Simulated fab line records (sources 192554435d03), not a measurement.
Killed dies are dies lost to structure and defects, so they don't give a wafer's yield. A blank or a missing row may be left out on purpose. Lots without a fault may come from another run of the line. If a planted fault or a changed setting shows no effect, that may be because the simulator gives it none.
Chamber matching || flow n5Finfet || N5_BEOL_M11_STRIP_19 on rieDiel-03: 4 sister chambers
The step strips in O2. 4 wafers are shown with their chamber, then 8 later ones without.

## WAFERS PAIRED WITH THEIR CHAMBERS
{"wafer": "L081.5", "chamber": 2, "showerheadPlenumPTorr (Torr)": 2.05}
{"wafer": "L084.1", "chamber": 0, "showerheadPlenumPTorr (Torr)": 2.03}
{"wafer": "L084.6", "chamber": 1, "showerheadPlenumPTorr (Torr)": 2.17}
{"wafer": "L086.3", "chamber": 3, "showerheadPlenumPTorr (Torr)": 2.17}

## WAFERS WITH NO CHAMBER GIVEN
{"wafer": "L086.4", "showerheadPlenumPTorr (Torr)": 2.05}
{"wafer": "L086.5", "showerheadPlenumPTorr (Torr)": 2.17}
{"wafer": "L088.2", "showerheadPlenumPTorr (Torr)": 2.16}
{"wafer": "L088.4", "showerheadPlenumPTorr (Torr)": 2.03}
{"wafer": "L088.6", "showerheadPlenumPTorr (Torr)": 2.16}
{"wafer": "L093.1", "showerheadPlenumPTorr (Torr)": 2.16}
{"wafer": "L093.3", "showerheadPlenumPTorr (Torr)": 2.02}
{"wafer": "L093.4", "showerheadPlenumPTorr (Torr)": 2.17}

## WHICH CHAMBER EACH WENT THROUGH
{"wafer": "L086.4", "from the rows above": 2, "in truth": 2}
{"wafer": "L086.5", "from the rows above": "can't be placed: 1 or 3", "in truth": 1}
{"wafer": "L088.2", "from the rows above": "can't be placed: 1 or 3", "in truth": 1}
{"wafer": "L088.4", "from the rows above": 0, "in truth": 0}
{"wafer": "L088.6", "from the rows above": "can't be placed: 1 or 3", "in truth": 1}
{"wafer": "L093.1", "from the rows above": "can't be placed: 1 or 3", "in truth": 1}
{"wafer": "L093.3", "from the rows above": 0, "in truth": 0}
{"wafer": "L093.4", "from the rows above": "can't be placed: 1 or 3", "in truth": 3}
Correct placement for 3 of the 8. Cannot be placed on the basis of these rows: 5; the candidates contain the true chamber in 5. Wrongly placed: 0.
How it was worked out, from the rows above alone: a wafer's distance from a chamber is the root of the sum, over the readings, of the square of ((its reading less the chamber's mean) divided by the reading's scatter). The wafer belongs to the nearest chamber; if the next one is less than 2 further off, it can't be placed. Each chamber's mean is taken over the wafers shown for it. The scatter (one wafer shown for each chamber): square how far every hidden wafer sits from the nearest shown wafer, average those squares and take the square root.
